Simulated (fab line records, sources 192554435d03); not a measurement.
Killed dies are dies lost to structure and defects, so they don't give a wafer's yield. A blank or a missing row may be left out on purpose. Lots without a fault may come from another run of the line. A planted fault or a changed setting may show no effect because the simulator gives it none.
fab line records | flow n5_finfet
record lots=10 wafers=29 last_day=20
route steps=1938 shown BEOL_M15@1788 PASS1_DEP@1831
lots that met no fault: from a run of the same line without faults
start_h: hours from the record's first day to the start of the lot's first wafer shown | wait_h: hours since the lot's step before | " the same as in the row above | L1.1+2: a row that stands for several wafers | - no value, or no start given | * or withheld: withheld | < > ~ a bound
route shown NAME@n: a module of which the file shows steps, and the number in the route of the first | usual: mean/standard deviation of fault-free wafers | same: alike in all rows | chamber/n: place in a boat | sites: the reading at each site | _std_site: their standard deviation | _edge_site: outer sites' mean less inner sites' | radius_mm: how far each site lies from the wafer's centre | mask NAME#n: copy n | behind: the tool/chamber that last shaped the wafer | hold: why the lot was held/for how many hours/how that ended | device: the transistor (n, p or np) that didn't switch | end of line: the same wafers' tests at the end of the route | a step without rows: its recipe alone | killed: dies lost to structure and defects at the first sort, not the wafer's yield | map: a wafer's dies, x killed, . not, _ none there
set.NAME: the setting as run; set.NAME@STEP: as run at that earlier step | model.NAME: the simulator's own value behind a step, which no gauge read
steps of the route over a sample of lots; a table a step, a row a wafer
services: from which hour (start_h, from the record's first day; less than 0 if before it) a tool's chamber was out of use, for how many hours, and why
## steps
# step N5_BEOL_M15_VIA_ETCH_16
# recipe chemistry=C4F8/O2/Ar target=SiO2 he_inner_torr=15 he_outer_torr=30 target_depth_a=17922 time_s=withheld ion_energy_ev=800 pressure_mtorr=20 source_w=1905 bias_w=2040 Ar_flow_sccm=400 C4F8_flow_sccm=16 O2_flow_sccm=12 ends=cleared
# usual chamber_pressure_mTorr=19.999/0.02 drypump_motor_current_A=5.8/0.44 mfc_ar_sccm=400.0/1.2 oes_product_au=0.70/0.079 rf_vpp_V=2219/17 showerhead_plenum_p_Torr=3.41/0.11 throttle_valve_pct=30.98/0.21
# columns lot.wafer tool chamber start_h wait_h chamber_pressure_mTorr drypump_motor_current_A mfc_ar_sccm oes_product_au rf_vpp_V showerhead_plenum_p_Torr throttle_valve_pct
L705.1 rie_diel-02 0 319.24 0.0 20.002 4.8 399.8 0.82 2219 3.49 30.82
L705.2 " 2 " " 20.010 6.1 399.5 0.74 2218 3.34 30.99
L705.5 " 1 " " 20.007 5.6 400.4 0.65 2199 3.28 31.12
L704.1 rie_diel-05 1 320.94 0.0 20.031 5.4 398.6 0.77 2237 3.48 30.77
L704.2 " 0 " " 19.983 5.8 402.9 0.60 2214 3.39 30.72
L704.4 " 2 " " 19.983 6.2 399.5 0.80 2224 3.36 30.94
L707.3 rie_diel-02 0 326.46 0.0 19.972 4.8 401.0 0.82 2219 3.49 30.82
L707.5 " 1 " " 19.981 5.6 399.9 0.65 2199 3.28 31.11
L707.6 " 3 " " 20.019 5.9 400.3 0.63 2181 3.27 30.79
L710.1 rie_diel-02 1 339.81 0.0 19.985 5.6 400.0 0.65 2199 3.27 31.10
L710.3 " 2 " " 20.003 6.0 399.9 0.74 2221 3.34 31.00
L710.4 " 0 " " 20.005 4.8 399.8 0.82 2218 3.48 30.85
L708.3 rie_diel-05 2 346.44 0.0 20.010 6.2 400.0 0.78 2223 3.35 30.95
L708.5 " 1 " " 20.008 5.4 400.5 0.74 2236 3.48 30.75
L708.6 " 2 " " 19.968 6.2 401.2 0.78 2225 3.35 30.94
L717.4 rie_diel-05 3 391.91 0.0 19.982 6.4 398.7 0.65 2236 3.40 31.26
L717.5 " 3 " " 19.995 6.4 399.0 0.64 2236 3.40 31.26
L721.1 rie_diel-02 2 412.94 0.0 19.982 6.1 400.4 0.71 2217 3.32 31.02
L721.3 " 0 " " 19.987 4.8 399.3 0.78 2218 3.47 30.87
L721.5 " 0 " " 20.037 4.8 398.9 0.79 2217 3.47 30.88
L718.1 rie_diel-03 3 416.11 0.0 20.001 5.5 401.9 0.61 2234 3.54 31.10
L718.4 " 2 " " 20.018 5.7 397.9 0.85 2259 3.67 30.76
L718.5 " 0 " " 19.976 5.9 401.6 0.68 2227 3.56 30.97
L724.1 rie_diel-05 3 437.04 0.1 20.018 6.4 400.7 0.64 2237 3.39 31.26
L724.2 " 1 " " 19.982 5.4 400.2 0.72 2234 3.46 30.80
L724.3 " 1 " " 20.007 5.4 401.2 0.72 2233 3.46 30.82
L722.1 rie_diel-05 0 460.88 0.0 19.996 5.8 397.5 0.80 2211 3.37 30.58
L722.4 " 2 " " 20.018 6.2 399.2 0.74 2223 3.34 30.96
L722.5 " 3 " " 20.000 6.4 402.1 0.62 2236 3.39 31.28
# step N5_BEOL_M15_ETCH_38
# recipe chemistry=CF4/N2 target=SiCN target_depth_a=1064 taper_deg=2 time_s=120.5 ion_energy_ev=150 mask_material=SiO2 pressure_mtorr=40 source_w=430 bias_w=70 Ar_flow_sccm=100 cf4_flow_sccm=60 n2_flow_sccm=60
# usual cf4_flow_sccm=59.99/0.16 chamber_pressure_mTorr=40.00/0.037 drypump_motor_current_A=5.7/0.42 mfc_ar_sccm=99.98/0.28 oes_product_au=0.77/0.087 rf_vpp_V=381.8/2 showerhead_plenum_p_Torr=2.19/0.079 throttle_valve_pct=15.55/0.21
# columns lot.wafer tool chamber start_h wait_h cf4_flow_sccm chamber_pressure_mTorr drypump_motor_current_A mfc_ar_sccm oes_product_au rf_hours_counter_h rf_vpp_V showerhead_plenum_p_Torr throttle_valve_pct
L705.1 rie_diel-02 0 321.06 - 59.86 40.00 4.8 99.91 0.92 31 383.5 2.24 15.34
L705.2 " 2 " " 60.02 39.94 6.1 100.62 0.81 99 379.7 2.14 15.46
L705.5 " 2 " " 60.02 40.02 6.1 100.29 0.81 - 381.5 2.14 15.46
L704.1 rie_diel-02 1 323.34 - 59.98 39.94 5.6 100.21 0.72 197 379.8 2.10 15.72
L704.2 " 0 " " 60.01 39.90 4.8 100.19 0.91 33 383.8 2.24 15.34
L704.4 " 1 " " 60.08 40.05 5.6 100.53 0.71 - 379.8 2.10 15.72
L707.3 rie_diel-02 0 329.88 - 59.76 40.03 4.8 100.51 0.92 36 383.4 2.24 15.34
L707.5 " 0 " " 59.87 39.97 4.8 99.72 0.91 - 384.1 2.24 15.35
L707.6 " 3 " " 60.32 40.02 5.9 99.99 0.71 - 380.2 2.10 15.48
L710.1 rie_diel-02 2 342.26 - 60.12 40.02 6.0 100.22 0.81 106 379.5 2.14 15.49
L710.3 " 1 " " 59.97 39.98 5.6 99.92 0.71 206 379.9 2.10 15.74
L710.4 " 0 " " 60.07 39.94 4.8 99.58 0.90 42 382.9 2.24 15.36
L708.3 rie_diel-02 0 350.41 - 59.91 39.91 4.8 100.03 0.90 45 384.3 2.24 15.35
L708.5 " 2 " " 59.59 40.00 6.1 99.75 0.81 - 381.1 2.13 15.50
L708.6 " 3 " " 59.75 39.98 5.9 100.10 0.71 - 378.8 2.10 15.52
L717.4 rie_diel-03 1 399.05 - 59.88 39.93 5.7 100.20 0.68 233 381.0 2.18 15.89
L717.5 " 0 " " 59.98 39.99 5.9 99.29 1.03 - 384.5 2.30 15.59
L721.1 rie_diel-02 2 418.99 - 60.19 39.99 6.1 99.86 0.79 134 379.9 2.13 15.55
L721.3 " 0 " " 59.95 39.99 4.8 99.84 0.87 66 383.6 2.23 15.41
L721.5 " 2 " " 60.01 39.98 6.0 100.07 0.78 - 379.8 2.13 15.55
L718.1 rie_diel-03 0 419.15 - 60.13 40.00 5.9 99.60 0.76 158 384.7 2.29 15.60
L718.4 " 1 " " 60.21 39.98 5.7 99.83 0.69 237 381.4 2.18 15.88
L718.5 " 2 " " 59.90 39.96 5.7 99.96 1.28 - 384.4 2.36 15.23
L724.1 rie_diel-02 2 442.37 - 60.18 40.04 6.1 100.30 0.78 143 380.5 2.12 15.57
L724.2 " 0 " " 60.06 39.97 4.8 99.80 0.85 75 382.4 2.23 15.42
L724.3 " 1 " " 60.05 40.01 5.6 99.39 0.69 231 380.9 2.09 15.77
L722.1 rie_diel-02 3 463.14 - 59.77 40.07 5.9 99.31 0.95 6 386.2 2.35 15.09
L722.4 " 0 " " 59.76 39.96 4.8 99.87 0.85 81 383.1 2.23 15.44
L722.5 " 0 " " 60.15 40.04 4.8 100.20 0.86 - 383.3 2.23 15.43
# step N5_BEOL_M15_ANNEAL_48
# recipe temp_c=225 time_s=90 ambient=N2
# usual wafer_temp_C_max=225.70/0.27
# columns lot.wafer tool chamber start_h wait_h wafer_temp_C_max
L705.1 rtp_anneal-02 0 323.52 0.3 225.82
L705.2 " 0 " " 226.19
L705.5 " 0 " " 225.93
L704.1 rtp_anneal-02 0 324.30 0.2 225.94
L704.2 " 0 " " 226.02
L704.4 " 0 " " 226.13
L707.3 rtp_anneal-01 0 330.79 0.2 225.58
L707.5 " 0 " " 225.65
L707.6 " 0 " " 225.84
L710.1 rtp_anneal-01 0 344.26 0.9 225.56
L710.3 " 0 " " 225.49
L710.4 " 0 " " 225.80
L708.3 rtp_anneal-02 0 351.40 0.2 226.17
L708.5 " 0 " " 225.65
L708.6 " 0 " " 225.82
L717.4 rtp_anneal-01 0 400.18 0.2 225.42
L717.5 " 0 " " 225.55
L721.1 rtp_anneal-01 0 420.02 0.2 225.70
L721.3 " 0 " " 225.35
L721.5 " 0 " " 225.50
L718.1 rtp_anneal-01 0 420.29 0.2 225.53
L718.4 " 0 " " 225.62
L718.5 " 0 " " 225.68
L724.1 rtp_anneal-01 0 444.09 0.2 225.41
L724.2 " 0 " " 225.37
L724.3 " 0 " " 225.78
L722.1 rtp_anneal-01 0 464.55 0.6 225.45
L722.4 " 0 " " 225.62
L722.5 " 0 " " 225.44
# step N5_PASSIVATION_PECVD_00
# recipe material=SiO2 target_thk_a=2000 temp_c=400 precursor=SiH4/N2O pressure_torr=2.7 rf_w=608 time_s=11.2
# usual heater_power_w=689/94 showerhead_plenum_p_Torr=8.14/0.15 throttle_valve_pct=52.2/3
# columns lot.wafer tool chamber start_h wait_h heater_power_w showerhead_plenum_p_Torr throttle_valve_pct
L705.1 pecvd-01 1 325.62 0.8 524 7.96 50.1
L705.2 " 2 " " 800 8.04 52.3
L705.5 " 1 " " 543 7.95 50.5
L704.1 pecvd-04 0 326.05 0.8 628 8.51 52.3
L704.2 " 1 " " 655 8.23 57.4
L704.4 " 0 " " 509 8.48 52.3
L707.3 pecvd-03 1 332.59 0.5 773 8.02 53.2
L707.5 " 1 " " 761 8.03 53.2
L707.6 " 0 " " 712 8.20 52.9
L710.1 pecvd-04 1 345.99 0.8 741 8.23 57.4
L710.3 " 0 " " 628 8.50 52.2
L710.4 " 0 " " 625 8.50 52.5
L708.3 pecvd-03 1 353.06 0.5 765 8.02 53.0
L708.5 " 1 " " 784 8.03 53.2
L708.6 " 0 " " 712 8.19 53.2
L717.4 pecvd-01 0 401.79 0.4 566 8.10 54.3
L717.5 " 0 " " 595 8.08 54.3
L721.1 pecvd-01 2 421.75 0.8 849 8.04 53.1
L721.3 " 1 " " 568 7.91 45.4
L721.5 " 1 " " 574 7.93 45.9
L718.1 pecvd-04 2 422.68 0.8 745 8.26 50.5
L718.4 " 1 " " 741 8.22 57.0
L718.5 " 0 " " 549 8.46 52.5
L724.1 pecvd-03 0 445.87 0.8 683 8.21 53.7
L724.2 " 1 " " 828 8.02 53.0
L724.3 " 2 " " 747 8.05 47.0
L722.1 pecvd-01 1 466.29 0.8 554 7.91 45.9
L722.4 " 0 " " 660 8.11 54.3
L722.5 " 1 " " 566 7.93 45.6
## services
# columns tool chamber start_h hours kind
pecvd-04 - 310.65 2.8 pm
rie_diel-03 1 312.30 15.5 repair
rie_diel-05 3 315.21 3.1 repair
rie_diel-02 2 322.19 4.5 repair
rie_diel-03 - 327.21 28.1 pm
rie_diel-05 - 329.22 0.3 repair
rie_diel-02 - 332.96 1.8 repair
rie_diel-02 0 350.85 2.9 repair
pecvd-03 - 362.37 1.5 repair
rie_diel-02 - 368.45 4.3 pm
rie_diel-03 - 374.24 1.1 repair
rtp_anneal-01 - 377.49 4.6 pm
rie_diel-05 3 381.29 7.0 repair
pecvd-03 2 387.41 5.1 repair
pecvd-04 - 401.74 1.5 repair
rie_diel-03 - 408.89 2.8 pm
rie_diel-02 - 412.46 0.3 repair
rie_diel-02 3 414.83 - clean
rie_diel-02 3 414.83 - consumable_replace:focus_ring
pecvd-04 - 420.68 0.7 repair
pecvd-01 - 429.82 0.9 repair
rie_diel-05 2 431.49 8.2 repair
rie_diel-05 0 434.83 5.0 repair
pecvd-04 - 448.86 5.5 pm
## key
first_sign step=N5_BEOL_M15_ETCH_38 reading=oes_product_au direction=up sigmas=4.5 usual=0.77 struck=1.16
effect none on later readings
met_at N5_BEOL_M15_ETCH_38
struck_lots L717,L718
struck_wafers L717.5,L718.5
not_acting_at N5_BEOL_M15_VIA_ETCH_16,N5_BEOL_M15_ANNEAL_48,N5_PASSIVATION_PECVD_00
fault kind=process_parameter_drift tool=rie_diel-03 chamber=- onset_h=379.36 steps=N5_BEOL_M15_ETCH_38 channel=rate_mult offset=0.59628 shape=step end_h=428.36 scope=struck_wafers_only
